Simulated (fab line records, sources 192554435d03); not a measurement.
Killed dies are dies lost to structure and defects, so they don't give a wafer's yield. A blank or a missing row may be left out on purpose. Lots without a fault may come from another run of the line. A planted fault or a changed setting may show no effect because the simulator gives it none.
Split-lot experiment | flow n5_finfet | 7 lots, 21 wafers read, on a route of 1938 steps

THE SPLIT
At N5_MIM_BOT_ETCH_ETCH_04 (etches SiNx in CF4/O2, target depth 26 nm, time 13 s), the setting source_w was moved away from the recipe's 535 W on 8 of the 21 wafers read, by -16.7% to +13.9%. The other wafers ran this setting at the recipe's value.

The reading is taken at the split's own step.

THE READING
rf_vpp_V, in V, at N5_MIM_BOT_ETCH_ETCH_04 (etches SiNx in CF4/O2, target depth 26 nm, time 13 s). Fault-free wafers of this fab line usually give 239 V, standard deviation 4 V.

wafer  | tool, chamber at the split | source_w as run, W | against the recipe | rf_vpp_V, V | against lot-mates on the recipe
L074.1 | rie_diel-03, 3             | 535                | recipe             | 248         | -
L074.2 | rie_diel-03, 2             | 535                | recipe             | 243         | -
L074.3 | rie_diel-03, 0             | 605.1              | +13.1%             | 219         | -26
L081.1 | rie_diel-04, 3             | 535                | recipe             | 234         | -
L081.3 | rie_diel-04, 1             | 609.3              | +13.9%             | 225         | -9
L081.4 | rie_diel-04, 2             | 609.3              | +13.9%             | 224         | -10
L086.3 | rie_diel-04, 2             | 535                | recipe             | 240         | -
L086.4 | rie_diel-04, 1             | 599.5              | +12.1%             | 229         | -11
L086.5 | rie_diel-04, 2             | 535                | recipe             | 240         | -
L090.1 | rie_diel-05, 1             | 535                | recipe             | 238         | -
L090.3 | rie_diel-05, 0             | 535                | recipe             | 240         | -
L090.4 | rie_diel-05, 2             | 535                | recipe             | 242         | -
L092.3 | rie_diel-05, 3             | 445.6              | -16.7%             | 262         | no lot-mate on the recipe
L092.5 | rie_diel-05, 1             | 445.6              | -16.7%             | 262         | no lot-mate on the recipe
L092.6 | rie_diel-05, 2             | 445.6              | -16.7%             | 267         | no lot-mate on the recipe
L095.3 | rie_diel-04, 3             | 535                | recipe             | 236         | -
L095.4 | rie_diel-04, 1             | 535                | recipe             | 241         | -
L095.6 | rie_diel-04, 2             | 535                | recipe             | 240         | -
L096.1 | rie_diel-03, 0             | 535                | recipe             | 232         | -
L096.3 | rie_diel-03, 3             | 535                | recipe             | 247         | -
L096.4 | rie_diel-03, 1             | 454.3              | -15.1%             | 269         | +30

THE FIT
A straight line over all 21 wafers: rf_vpp_V changes by -1.39 V for each +1% of source_w; r = -0.95; the points scatter about the line by 4.5 V.
The same after taking each lot's own level away (the mean of its wafers on the recipe; 18 wafers): -1.33 V for each +1%; r = -0.87; scatter 5.4 V.
On that fit, the largest move of source_w shifts the reading by 22 V.
The lots' own levels span 234.0 to 245.5 V, that is 2.9 times the standard deviation above.
So the lot-to-lot level changes the slope little: the two slopes agree.
Check: with one of the wafers moved furthest among these (-15.1%) left out of the fit, the line predicts +15.9 V for it against its lot-mates. It came out at +29.5 V against them.
Tool readings at the split's step, against how far the setting was moved: rf_vpp_V r = -0.95.

OTHER SPLITS ON THESE WAFERS
These wafers also went through other splits before the reading. Each is held against what the fit with the lots' levels taken away leaves over:
other split on the same wafers    | wafers away from the commonest value | r with rf_vpp_V (lot level and that fit taken away)
N5_BEOL_M14_PEB_08 peb_temp_c     | 9                                    | -0.06
N5_BEOL_M14_ETCH_68 time_s        | 5                                    | -0.26
N5_BEOL_M14_TRENCH_ETCH_34 bias_w | 2                                    | +0.03

THE WHOLE CHAIN: every reading that the file lists as answering this split, in the file's order
step                    | what it does                                         | reading                                                        | change (the file's fit)               | r (the file's)
N5_MIM_BOT_ETCH_ETCH_04 | etches SiNx in CF4/O2, target depth 26 nm, time 13 s | rf_vpp_V                                                       | -1.43 V for each +1% of the setting   | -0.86
N5_MIM_BOT_ETCH_ETCH_04 | etches SiNx in CF4/O2, target depth 26 nm, time 13 s | etch.depth_nm (the simulator's own value, which no gauge read) | +0.247 nm for each +1% of the setting | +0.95

THE FILE'S OWN FIT
rf_vpp_V changes by -1.43 V for each +1% of source_w, r = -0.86.
